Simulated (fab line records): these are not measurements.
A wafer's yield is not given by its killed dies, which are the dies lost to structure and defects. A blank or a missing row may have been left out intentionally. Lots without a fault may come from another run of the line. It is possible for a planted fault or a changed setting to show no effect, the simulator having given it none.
Matching of chambers	flow n5 finfet	4 sister chambers for N5_BEOL_M9_ETCH_76 on rie diel-03
The step etches underlayer in N2/H2, target depth 6.5 nm, time 5.2 s. 18 wafers are shown with their chamber, then 9 later ones without.

== EACH WAFER AND ITS CHAMBER ==
wafer	chamber	showerhead plenum p Torr (Torr)	drypump motor current A (A)	throttle valve pct (%)
L075.2	1	2.53	5.6	17.92
L075.5	0	2.35	5.7	18.08
L075.6	3	2.43	5.7	18.19
L082.2	0	2.34	5.6	18.12
L082.4	1	2.52	5.6	17.94
L082.5	1	2.52	5.6	17.95
L085.3	2	2.63	5.1	18.16
L085.4	1	2.52	5.6	17.96
L085.5	0	2.34	5.7	18.12
L088.1	3	2.42	5.7	18.25
L088.2	0	2.34	5.7	18.13
L088.3	1	2.52	5.6	17.96
L087.3	2	2.62	5.2	18.17
L087.5	0	2.34	5.7	18.15
L087.6	1	2.52	5.6	17.96
L091.1	0	2.34	5.7	18.13
L091.3	1	2.52	5.6	18.00
L091.4	2	2.62	5.1	18.17

SIGNATURES (means of the wafers above)
reading	chamber 0	chamber 1	chamber 2	chamber 3	scatter within a chamber
showerhead plenum p Torr	2.3417	2.5214	2.6233	2.4250	0.00452
drypump motor current A	5.683	5.600	5.133	5.700	0.0327
throttle valve pct	18.1217	17.9557	18.1667	18.2200	0.0241
Rule: distance of a wafer from a chamber = root of the sum over the readings of ((wafer's reading minus chamber's mean) / reading's scatter) squared. If the next closest chamber is less than 2 further off than the closest, the wafer can't be placed; otherwise it belongs to the closest. The scatter: take each reading less its chamber's mean, square it, sum over the shown wafers, divide by the number of wafers less the number of chambers, and take the root.

== WAFERS MISSING THEIR CHAMBER ==
wafer	showerhead plenum p Torr (Torr)	drypump motor current A (A)	throttle valve pct (%)
L092.1	2.62	5.2	18.18
L092.3	2.42	5.7	18.26
L092.6	2.42	5.7	18.27
L094.2	2.51	5.6	17.97
L094.3	2.42	5.7	18.29
L094.6	2.42	5.7	18.28
L097.1	2.61	5.2	18.22
L097.2	2.33	5.7	18.19
L097.5	2.61	5.2	18.20

== EACH ONE'S CHAMBER ==
wafer	from the rows above	in truth
L092.1	2	2
L092.3	3	3
L092.6	3	3
L094.2	1	1
L094.3	3	3
L094.6	3	3
L097.1	2	2
L097.2	0	0
L097.5	2	2
Placed correctly: 9 of 9. Number that these rows cannot place: 0. Placed wrongly: 0.
